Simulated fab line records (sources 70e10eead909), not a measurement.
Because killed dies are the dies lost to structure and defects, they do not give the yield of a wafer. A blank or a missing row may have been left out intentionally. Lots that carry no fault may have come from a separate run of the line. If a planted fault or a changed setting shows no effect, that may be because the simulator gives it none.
fab line records -- flow nand-harc -- part 1 of 2: steps 1 to 4 of 6
record: lots: 21, wafers: 63, last-day: 24
route steps=1159 shown A_CHANNEL_FILL_D1@517 A_STAIRCASE@532
lots with no fault: from the same line, run without faults
start-h: hours from the record's opening day to when the first of the lot's shown wafers began -- wait-h: how many hours have passed since the lot's step before this one -- " same as the row above -- L1.1+2: several wafers, shown together as one row -- - no value, or no start was given -- * or withheld: withheld -- < > ~ a bound
route shown NAME@n: names a module that has steps shown in the file, with the first one's number in the route -- usual: mean/standard deviation taken from wafers without a fault -- same: alike in all rows -- chamber/n: place in a boat -- sites: readings site by site -- _std_site: standard deviation of those values -- _edge_site: inner sites' mean taken away from outer sites' mean -- radius-mm: how far each site lies from the wafer's centre -- mask NAME#n: copy n -- behind: tool/chamber where the wafer was last shaped -- hold: reason for holding the lot/hours on hold/outcome of the hold -- device: transistor that didn't switch, given as n, p or np -- end of line: at the end of the route, the tests of the same wafers -- step lacking rows: just its recipe -- killed: count of dies lost to structure and defects at first sort (not the wafer's yield) -- map: dies across one wafer; x = killed, . = not, _ = none there
set.NAME: the setting as run; set.NAME@STEP: as run at that earlier step -- model.NAME: the simulator's own value behind a step, which no gauge read
one table for each step of the route and one row for each wafer, over a sample of lots
services: from which hour (start-h, from the record's first day; less than 0 if before it) a tool's chamber was out of use, for how many hours, and why
== steps ==
step: NHARC_A_CHANNEL_FILL_D1_RTA_24
recipe: temp-c: 1000, time-s: 5
usual: lamp-power-pct: 27.8/0.78, wafer_temp_C_max: 1004.4/0.96
lot.wafer,tool,chamber,start-h,wait-h,lamp-power-pct,wafer_temp_C_max
L075.3,rtp-anneal-01,0,228.81,0.1,27.2,1003.8
L075.4,rtp-anneal-01,0,228.81,0.1,27.1,1005.1
L075.6,rtp-anneal-01,0,228.81,0.1,27.1,1004.8
L074.1,rtp-anneal-01,0,232.36,0.0,27.1,1004.2
L074.4,rtp-anneal-01,0,232.36,0.0,27.1,1003.6
L074.6,rtp-anneal-01,0,232.36,0.0,27.1,1002.5
L077.1,rtp-anneal-02,0,246.32,0.0,28.7,1004.3
L077.3,rtp-anneal-02,0,246.32,0.0,28.8,1003.6
L077.4,rtp-anneal-02,0,246.32,0.0,28.7,1005.2
L076.3,rtp-anneal-01,0,246.38,0.1,27.1,1004.6
L076.5,rtp-anneal-01,0,246.38,0.1,27.1,1003.8
L076.6,rtp-anneal-01,0,246.38,0.1,27.1,1002.9
L079.1,rtp-anneal-01,0,263.48,0.0,27.1,1003.0
L079.5,rtp-anneal-01,0,263.48,0.0,27.1,1003.4
L079.6,rtp-anneal-01,0,263.48,0.0,27.1,1003.5
L078.4,rtp-anneal-02,0,263.56,0.1,28.7,1003.7
L078.5,rtp-anneal-02,0,263.56,0.1,28.7,1004.1
L078.6,rtp-anneal-02,0,263.56,0.1,28.7,1005.7
L080.2,rtp-anneal-01,0,268.51,0.1,27.0,1005.4
L080.3,rtp-anneal-01,0,268.51,0.1,27.1,1004.7
L080.4,rtp-anneal-01,0,268.51,0.1,27.0,1004.6
L081.1,rtp-anneal-02,0,279.03,0.0,28.6,1004.6
L081.5,rtp-anneal-02,0,279.03,0.0,28.7,1006.4
L081.6,rtp-anneal-02,0,279.03,0.0,28.7,1003.9
L084.2,rtp-anneal-02,0,289.16,0.2,28.7,1003.9
L084.3,rtp-anneal-02,0,289.16,0.2,28.7,1004.5
L084.4,rtp-anneal-02,0,289.16,0.2,28.7,1003.1
L083.1,rtp-anneal-02,0,289.30,0.3,28.7,1005.8
L083.3,rtp-anneal-02,0,289.30,0.3,28.7,1005.0
L083.5,rtp-anneal-02,0,289.30,0.3,28.7,1004.7
L086.2,rtp-anneal-02,0,313.74,0.1,28.7,1006.6
L086.5,rtp-anneal-02,0,313.74,0.1,28.7,1004.4
L086.6,rtp-anneal-02,0,313.74,0.1,28.7,1004.6
L085.2,rtp-anneal-01,0,313.89,0.2,27.1,1004.9
L085.3,rtp-anneal-01,0,313.89,0.2,27.1,1004.7
L085.5,rtp-anneal-01,0,313.89,0.2,27.1,1003.6
L088.1,rtp-anneal-02,0,320.29,0.0,28.7,1004.6
L088.2,rtp-anneal-02,0,320.29,0.0,28.6,1005.8
L088.4,rtp-anneal-02,0,320.29,0.0,28.7,1005.4
L089.2,rtp-anneal-01,0,320.31,0.1,27.1,1004.5
L089.4,rtp-anneal-01,0,320.31,0.1,27.1,1003.2
L089.5,rtp-anneal-01,0,320.31,0.1,27.1,1003.3
L090.1,rtp-anneal-01,0,330.38,0.0,27.1,1004.3
L090.3,rtp-anneal-01,0,330.38,0.0,27.1,1003.6
L090.5,rtp-anneal-01,0,330.38,0.0,27.1,1003.8
L092.1,rtp-anneal-01,0,342.77,0.1,27.1,1003.9
L092.3,rtp-anneal-01,0,342.77,0.1,27.1,1004.4
L092.4,rtp-anneal-01,0,342.77,0.1,27.1,1003.7
L093.1,rtp-anneal-01,0,346.48,0.0,27.1,1003.3
L093.4,rtp-anneal-01,0,346.48,0.0,27.1,1004.7
L093.6,rtp-anneal-01,0,346.48,0.0,27.2,1003.7
L096.1,rtp-anneal-01,0,357.14,0.1,27.2,1003.0
L096.4,rtp-anneal-01,0,357.14,0.1,27.1,1003.4
L096.6,rtp-anneal-01,0,357.14,0.1,27.1,1004.4
L094.1,rtp-anneal-02,0,357.17,0.1,28.6,1004.4
L094.2,rtp-anneal-02,0,357.17,0.1,28.7,1004.6
L094.5,rtp-anneal-02,0,357.17,0.1,28.7,1005.0
L095.3,rtp-anneal-02,0,360.81,0.1,28.6,1005.1
L095.5,rtp-anneal-02,0,360.81,0.1,28.6,1004.3
L095.6,rtp-anneal-02,0,360.81,0.1,28.6,1004.0
L097.3,rtp-anneal-02,0,380.33,0.1,28.7,1004.4
L097.4,rtp-anneal-02,0,380.33,0.1,28.7,1004.7
L097.5,rtp-anneal-02,0,380.33,0.1,28.7,1005.0
step: NHARC_A_STAIRCASE_ETCH_170
recipe: target-depth-a: 2000, time-s: 66.667, ion-energy-ev: 250, c4f6-flow-sccm: 25, o2-flow-sccm: 20, ar-flow-sccm: 500, rf-w: 600, bias-w: 500, chemistry: C4F6/O2
usual: drypump-motor-current-A: 5.6/0.31, mfc-ar-sccm: 499.8/1.4, oes-product-au: 0.966/0.016, rf-vpp-V: 546.4/2.8, showerhead-plenum-p-Torr: 3.90/0.14, throttle-valve-pct: 26.904/0.0091
lot.wafer,tool,chamber,start-h,wait-h,drypump-motor-current-A,mfc-ar-sccm,oes-product-au,rf-hours-counter-h,rf-vpp-V,showerhead-plenum-p-Torr,throttle-valve-pct
L075.4,rie-diel-08,2,-,-,5.6,498.6,0.998,38,548.6,4.05,26.918
L075.3,rie-diel-08,0,-,-,5.8,501.3,0.960,34,543.7,3.74,26.900
L075.6,rie-diel-08,1,-,-,5.5,501.1,0.967,-,546.2,3.89,26.907
L074.4,rie-diel-09,1,-,-,5.6,498.0,0.951,57,547.5,3.94,26.912
L074.1,rie-diel-09,3,-,-,6.0,500.8,0.923,54,550.6,4.04,26.915
L074.6,rie-diel-09,1,-,-,5.6,497.9,0.939,-,546.5,3.94,26.910
L077.3,rie-diel-09,0,-,-,5.0,504.6,0.938,58,544.6,3.85,26.906
L077.4,rie-diel-09,2,-,-,5.6,497.8,0.951,59,543.9,3.77,26.918
L077.1,rie-diel-09,3,-,-,6.0,502.6,0.920,57,549.1,4.04,26.897
L076.3,rie-diel-08,0,-,-,5.8,498.0,0.965,40,543.5,3.74,26.904
L076.6,rie-diel-08,2,-,-,5.6,501.4,0.991,-,549.2,4.05,26.899
L076.5,rie-diel-08,3,-,-,5.8,500.9,0.958,-,540.9,3.70,26.904
L078.4,rie-diel-09,0,-,-,4.9,498.0,0.966,0,544.5,3.85,26.904
L078.5,rie-diel-09,3,-,-,6.0,500.3,0.960,-,548.8,4.04,26.899
L078.6,rie-diel-09,0,-,-,5.0,497.1,0.982,-,547.1,3.85,26.901
L079.1,rie-diel-01,2,-,-,5.7,498.8,0.947,45,548.8,4.02,26.894
L079.5,rie-diel-01,3,-,-,5.1,497.4,0.964,-,549.9,4.06,26.897
L079.6,rie-diel-01,0,-,-,5.5,500.8,0.971,-,546.9,3.93,26.905
L080.3,rie-diel-01,3,-,-,5.0,500.6,0.935,42,549.4,4.06,26.904
L080.4,rie-diel-01,1,-,-,5.6,500.1,0.955,43,553.2,4.20,26.904
L080.2,rie-diel-01,2,-,-,5.7,502.1,0.935,47,547.1,4.02,26.906
L081.1,rie-diel-01,0,-,-,5.5,501.7,0.974,52,547.0,3.93,26.896
L081.6,rie-diel-01,0,-,-,5.5,499.0,0.974,-,548.9,3.93,26.894
L081.5,rie-diel-01,1,-,-,5.7,501.0,0.962,-,551.4,4.20,26.902
L084.3,rie-diel-09,1,-,-,5.6,503.7,0.971,9,546.8,3.93,26.899
L084.4,rie-diel-09,2,-,-,5.6,500.0,0.962,7,543.6,3.76,26.910
L084.2,rie-diel-09,3,-,-,6.0,500.4,0.978,11,550.3,4.03,26.897
L083.1,rie-diel-09,2,-,-,5.6,501.0,0.964,7,543.2,3.76,26.890
L083.3,rie-diel-09,3,-,-,6.0,498.8,0.962,12,548.8,4.03,26.911
L083.5,rie-diel-09,2,-,-,5.6,499.8,0.974,-,544.3,3.76,26.903
L086.2,rie-diel-08,3,-,-,5.8,499.4,0.946,2,542.6,3.69,26.912
L086.6,rie-diel-08,0,-,-,5.8,498.9,0.943,-,542.9,3.72,26.895
L086.5,rie-diel-08,1,-,-,5.4,498.7,0.938,-,546.1,3.87,26.909
L085.2,rie-diel-09,0,-,-,4.9,498.0,0.980,21,545.1,3.84,26.905
L085.3,rie-diel-09,1,-,-,5.6,500.1,0.966,20,547.0,3.92,26.908
L085.5,rie-diel-09,1,-,-,5.6,498.7,0.967,-,547.1,3.92,26.916
L088.4,rie-diel-08,2,-,-,5.6,498.7,0.971,4,549.4,4.04,26.911
L088.1,rie-diel-08,3,-,-,5.8,503.3,0.959,4,542.5,3.69,26.908
L088.2,rie-diel-08,1,-,-,5.4,499.3,0.988,4,546.0,3.87,26.903
L089.4,rie-diel-09,2,-,-,5.6,500.2,0.970,16,544.6,3.76,26.913
L089.2,rie-diel-09,3,-,-,6.1,498.6,0.966,24,548.5,4.02,26.890
L089.5,rie-diel-09,3,-,-,6.0,499.7,0.963,-,549.4,4.02,26.914
L090.3,rie-diel-01,1,-,-,5.7,502.5,0.981,2,552.4,4.18,26.906
L090.1,rie-diel-01,2,-,-,5.7,500.0,0.961,2,547.8,4.00,26.916
L090.5,rie-diel-01,0,-,-,5.5,499.8,0.980,-,545.9,3.92,26.897
L092.4,rie-diel-08,3,-,-,5.8,500.5,0.958,13,542.0,3.68,26.899
L092.3,rie-diel-08,0,-,-,5.8,498.7,0.953,14,542.9,3.72,26.893
L092.1,rie-diel-08,1,-,-,5.5,499.2,0.966,14,545.6,3.87,26.899
L093.4,rie-diel-08,1,-,-,5.4,497.7,0.965,15,544.5,3.87,26.880
L093.1,rie-diel-08,3,-,-,5.8,501.1,0.969,14,541.6,3.68,26.931
L093.6,rie-diel-08,0,-,-,5.8,497.9,0.958,-,541.7,3.72,26.892
L096.1,rie-diel-08,3,-,-,5.8,498.3,0.976,18,543.1,3.68,26.912
L096.4,rie-diel-08,1,-,-,5.5,499.7,0.970,19,545.4,3.86,26.918
L096.6,rie-diel-08,3,-,-,5.8,498.6,0.982,-,541.8,3.68,26.895
L094.1,rie-diel-09,1,-,-,5.6,501.0,0.969,38,546.2,3.91,26.900
L094.2,rie-diel-09,3,-,-,6.0,500.1,0.972,38,549.6,4.01,26.907
L094.5,rie-diel-09,2,-,-,5.6,500.8,0.953,-,543.2,3.75,26.914
L095.3,rie-diel-08,0,-,-,5.8,500.1,0.964,21,544.0,3.71,26.888
L095.6,rie-diel-08,1,-,-,5.4,497.5,0.985,-,547.1,3.86,26.918
L095.5,rie-diel-08,2,-,-,5.6,498.9,0.989,-,548.4,4.03,26.903
L097.4,rie-diel-01,3,-,-,5.0,499.5,0.969,13,549.3,4.04,26.908
L097.3,rie-diel-01,2,-,-,5.7,502.1,0.967,22,546.4,3.99,26.892
L097.5,rie-diel-01,3,-,-,5.0,500.6,0.979,-,548.7,4.04,26.917
step: NHARC_A_STAIRCASE_ETCH_27
recipe: target-depth-a: 1000, time-s: 40.5, ion-energy-ev: 400, c4f8-flow-sccm: 20, o2-flow-sccm: 10, ar-flow-sccm: withheld, rf-w: 600, bias-w: 1000, chemistry: C4F8/O2
usual: oes-product-au: 0.937/0.012, rf-vpp-V: 894/4.9
lot.wafer,tool,chamber,start-h,wait-h,oes-product-au,rf-hours-counter-h,rf-vpp-V
L075.3,rie-diel-01,1,-,-,0.946,32,904
L075.4,rie-diel-01,2,-,-,0.946,35,899
L075.6,rie-diel-01,3,-,-,0.933,-,901
L074.4,rie-diel-01,3,-,-,0.925,30,900
L074.1,rie-diel-01,0,-,-,0.929,35,897
L074.6,rie-diel-01,3,-,-,0.933,-,900
L077.3,rie-diel-09,3,-,-,0.935,58,900
L077.1,rie-diel-09,0,-,-,0.946,59,893
L077.4,rie-diel-09,1,-,-,0.940,-,896
L076.3,rie-diel-08,3,-,-,0.942,47,888
L076.5,rie-diel-08,3,-,-,0.943,-,887
L076.6,rie-diel-08,0,-,-,0.928,-,888
L079.1,rie-diel-09,2,-,-,0.947,1,890
L079.5,rie-diel-09,1,-,-,0.937,-,897
L079.6,rie-diel-09,2,-,-,0.944,-,890
L078.4,rie-diel-08,2,-,-,0.958,52,899
L078.5,rie-diel-08,0,-,-,0.934,-,889
L078.6,rie-diel-08,1,-,-,0.931,-,896
L080.2,rie-diel-08,3,-,-,0.922,55,888
L080.3,rie-diel-08,0,-,-,0.921,49,889
L080.4,rie-diel-08,1,-,-,0.954,56,894
L081.1,rie-diel-08,1,-,-,0.927,60,894
L081.6,rie-diel-08,3,-,-,0.924,-,888
L081.5,rie-diel-08,0,-,-,0.917,-,889
L084.3,rie-diel-08,1,-,-,0.929,66,893
L084.2,rie-diel-08,3,-,-,0.930,65,888
L084.4,rie-diel-08,1,-,-,0.942,-,895
L083.3,rie-diel-09,1,-,-,0.938,12,896
L083.1,rie-diel-09,2,-,-,0.942,9,891
L083.5,rie-diel-09,1,-,-,0.936,-,895
L085.3,rie-diel-09,0,-,-,0.947,22,893
L085.2,rie-diel-09,2,-,-,0.948,15,889
L085.5,rie-diel-09,3,-,-,0.944,-,899
L086.2,rie-diel-08,2,-,-,0.962,4,899
L086.5,rie-diel-08,0,-,-,0.924,-,889
L086.6,rie-diel-08,1,-,-,0.943,-,894
L088.1,rie-diel-01,1,-,-,0.951,0,905
L088.4,rie-diel-01,2,-,-,0.953,0,899
L088.2,rie-diel-01,0,-,-,0.953,1,895
L089.4,rie-diel-08,2,-,-,0.941,6,900
L089.2,rie-diel-08,3,-,-,0.937,6,888
L089.5,rie-diel-08,2,-,-,0.948,-,900
L090.1,rie-diel-09,0,-,-,0.945,31,894
L090.3,rie-diel-09,3,-,-,0.927,31,899
L090.5,rie-diel-09,0,-,-,0.951,-,893
L092.3,rie-diel-08,2,-,-,0.927,13,899
L092.4,rie-diel-08,3,-,-,0.930,14,888
L092.1,rie-diel-08,0,-,-,0.915,15,888
L093.1,rie-diel-01,0,-,-,0.939,12,896
L093.4,rie-diel-01,2,-,-,0.933,12,901
L093.6,rie-diel-01,1,-,-,0.928,-,904
L096.1,rie-diel-08,3,-,-,0.944,20,890
L096.4,rie-diel-08,0,-,-,0.932,21,888
L096.6,rie-diel-08,2,-,-,0.944,-,899
L094.2,rie-diel-08,0,-,-,0.933,21,888
L094.1,rie-diel-08,2,-,-,0.940,20,899
L094.5,rie-diel-08,0,-,-,0.931,-,889
L095.3,rie-diel-08,0,-,-,0.924,22,888
L095.5,rie-diel-08,3,-,-,0.937,-,886
L095.6,rie-diel-08,0,-,-,0.929,-,889
L097.3,rie-diel-08,0,-,-,0.931,33,889
L097.4,rie-diel-08,1,-,-,0.948,31,895
L097.5,rie-diel-08,3,-,-,0.938,-,887
step: NHARC_A_STAIRCASE_TRIM_222
recipe: time-s: 211.2, o2-flow-sccm: 500, ar-flow-sccm: 0, bias-w: 0, chemistry: O2
usual: drypump-motor-current-A: 5.58/0.3, mfc-ar-sccm: 0.005/0.0055, oes-product-au: 0.998/0.0086, rf-vpp-V: 57.7/0.83, showerhead-plenum-p-Torr: 3.53/0.14, throttle-valve-pct: 17.035/0.0096
lot.wafer,tool,chamber,start-h,wait-h,drypump-motor-current-A,mfc-ar-sccm,oes-product-au,rf-hours-counter-h,rf-vpp-V,showerhead-plenum-p-Torr,throttle-valve-pct
L075.4,rie-diel-08,3,-,-,5.78,0,0.995,44,58.1,3.33,17.043
L075.3,rie-diel-08,1,-,-,5.47,0.005,1.004,45,56.7,3.50,17.038
L075.6,rie-diel-08,3,-,-,5.78,0,0.993,-,57.9,3.33,17.022
L074.4,rie-diel-01,0,-,-,5.51,0,1.005,38,57.0,3.54,17.030
L074.1,rie-diel-01,2,-,-,5.68,0.011,1.024,39,58.7,3.62,17.045
L074.6,rie-diel-01,0,-,-,5.54,0,0.999,-,58.3,3.54,17.033
L077.1,rie-diel-01,0,-,-,5.51,0,1.002,42,58.4,3.54,17.047
L077.4,rie-diel-01,2,-,-,5.70,0.011,1.000,43,57.5,3.62,17.038
L077.3,rie-diel-01,3,-,-,5.01,0.005,0.998,37,58.7,3.65,17.027
L076.3,rie-diel-01,3,-,-,4.99,0.005,0.991,37,57.1,3.65,17.046
L076.5,rie-diel-01,1,-,-,5.61,0,0.997,-,58.1,3.79,17.042
L076.6,rie-diel-01,2,-,-,5.71,0.011,1.002,-,59.8,3.62,17.043
L078.4,rie-diel-09,0,-,-,4.94,0.013,1.011,4,57.5,3.46,17.031
L078.5,rie-diel-09,3,-,-,6.03,0.008,0.995,-,59.0,3.63,17.022
L078.6,rie-diel-09,0,-,-,4.97,0.013,1.006,-,58.8,3.46,17.019
L079.1,rie-diel-08,3,-,-,5.81,0,0.993,55,58.3,3.32,17.027
L079.6,rie-diel-08,2,-,-,5.60,0.008,1.019,-,58.5,3.64,17.044
L079.5,rie-diel-08,3,-,-,5.77,0,0.980,-,57.0,3.32,17.038
L080.4,rie-diel-01,3,-,-,5.05,0.005,0.997,46,57.6,3.65,17.047
L080.3,rie-diel-01,0,-,-,5.50,0,1.005,52,57.4,3.53,17.037
L080.2,rie-diel-01,1,-,-,5.63,0,0.997,49,59.0,3.78,17.036
L081.1,rie-diel-09,1,-,-,5.58,0,0.992,11,58.2,3.53,17.036
L081.5,rie-diel-09,2,-,-,5.62,0,0.995,-,58.4,3.38,17.035
L081.6,rie-diel-09,3,-,-,6.04,0.008,0.992,-,58.1,3.62,17.033
L084.3,rie-diel-09,0,-,-,4.91,0.013,1.009,15,57.2,3.45,17.047
L084.2,rie-diel-09,1,-,-,5.58,0,0.998,14,56.2,3.53,17.029
L084.4,rie-diel-09,0,-,-,4.94,0.013,1.008,-,56.6,3.45,17.022
L083.1,rie-diel-09,0,-,-,4.95,0.013,1.010,16,57.3,3.45,17.029
L083.3,rie-diel-09,1,-,-,5.61,0,0.997,14,56.8,3.53,17.028
L083.5,rie-diel-09,3,-,-,6.01,0.008,0.988,-,58.2,3.62,17.044
L085.2,rie-diel-08,3,-,-,5.77,0,0.976,6,57.3,3.31,17.040
L085.3,rie-diel-08,0,-,-,5.79,0.016,0.987,6,57.1,3.34,17.038
L085.5,rie-diel-08,2,-,-,5.57,0.008,0.999,-,58.0,3.63,17.038
L086.2,rie-diel-01,2,-,-,5.69,0.011,0.990,1,58.0,3.60,17.022
L086.5,rie-diel-01,2,-,-,5.67,0.011,1.000,-,57.9,3.60,17.025
L086.6,rie-diel-01,3,-,-,5.05,0.005,1.000,-,57.9,3.64,17.030
L088.4,rie-diel-08,1,-,-,5.45,0.005,0.992,7,57.0,3.48,17.029
L088.2,rie-diel-08,2,-,-,5.58,0.008,0.994,7,57.2,3.63,17.045
L088.1,rie-diel-08,3,-,-,5.79,0,0.998,8,58.0,3.31,17.020
L089.2,rie-diel-01,1,-,-,5.64,0,1.005,2,57.8,3.77,17.034
L089.5,rie-diel-01,1,-,-,5.60,0,1.007,-,57.8,3.77,17.032
L089.4,rie-diel-01,2,-,-,5.70,0.011,1.000,-,57.1,3.60,17.039
L090.3,rie-diel-01,0,-,-,5.51,0,0.997,7,56.8,3.52,17.045
L090.1,rie-diel-01,1,-,-,5.64,0,0.994,7,58.1,3.76,17.028
L090.5,rie-diel-01,1,-,-,5.64,0,1.002,-,58.7,3.77,17.041
L092.3,rie-diel-08,3,-,-,5.77,0,1.002,18,57.9,3.31,17.025
L092.4,rie-diel-08,0,-,-,5.75,0.016,0.987,18,58.0,3.33,17.036
L092.1,rie-diel-08,1,-,-,5.45,0.005,1.001,19,57.5,3.47,17.038
L093.1,rie-diel-09,2,-,-,5.62,0,0.997,32,56.5,3.37,17.008
L093.4,rie-diel-09,3,-,-,6.04,0.008,0.997,38,55.9,3.61,17.038
L093.6,rie-diel-09,2,-,-,5.62,0,0.992,-,56.0,3.37,17.022
L096.4,rie-diel-09,0,-,-,4.95,0.013,1.001,43,57.0,3.44,17.035
L096.1,rie-diel-09,1,-,-,5.62,0,0.994,43,56.7,3.51,17.039
L096.6,rie-diel-09,0,-,-,5.01,0.013,1.001,-,56.5,3.44,17.030
L094.2,rie-diel-09,2,-,-,5.61,0,0.992,37,58.7,3.36,17.063
L094.1,rie-diel-09,1,-,-,5.59,0,1.001,43,56.8,3.51,17.045
L094.5,rie-diel-09,3,-,-,6.03,0.008,0.991,-,58.5,3.61,17.028
L095.3,rie-diel-08,3,-,-,5.78,0,0.993,24,57.5,3.30,17.031
L095.5,rie-diel-08,0,-,-,5.82,0.016,0.991,-,57.1,3.33,17.043
L095.6,rie-diel-08,3,-,-,5.78,0,0.988,-,56.1,3.30,17.047
L097.4,rie-diel-08,3,-,-,5.81,0,0.993,35,56.3,3.30,17.031
L097.3,rie-diel-08,1,-,-,5.43,0.005,0.992,34,59.0,3.47,17.042
L097.5,rie-diel-08,3,-,-,5.79,0,0.987,-,57.4,3.30,17.033
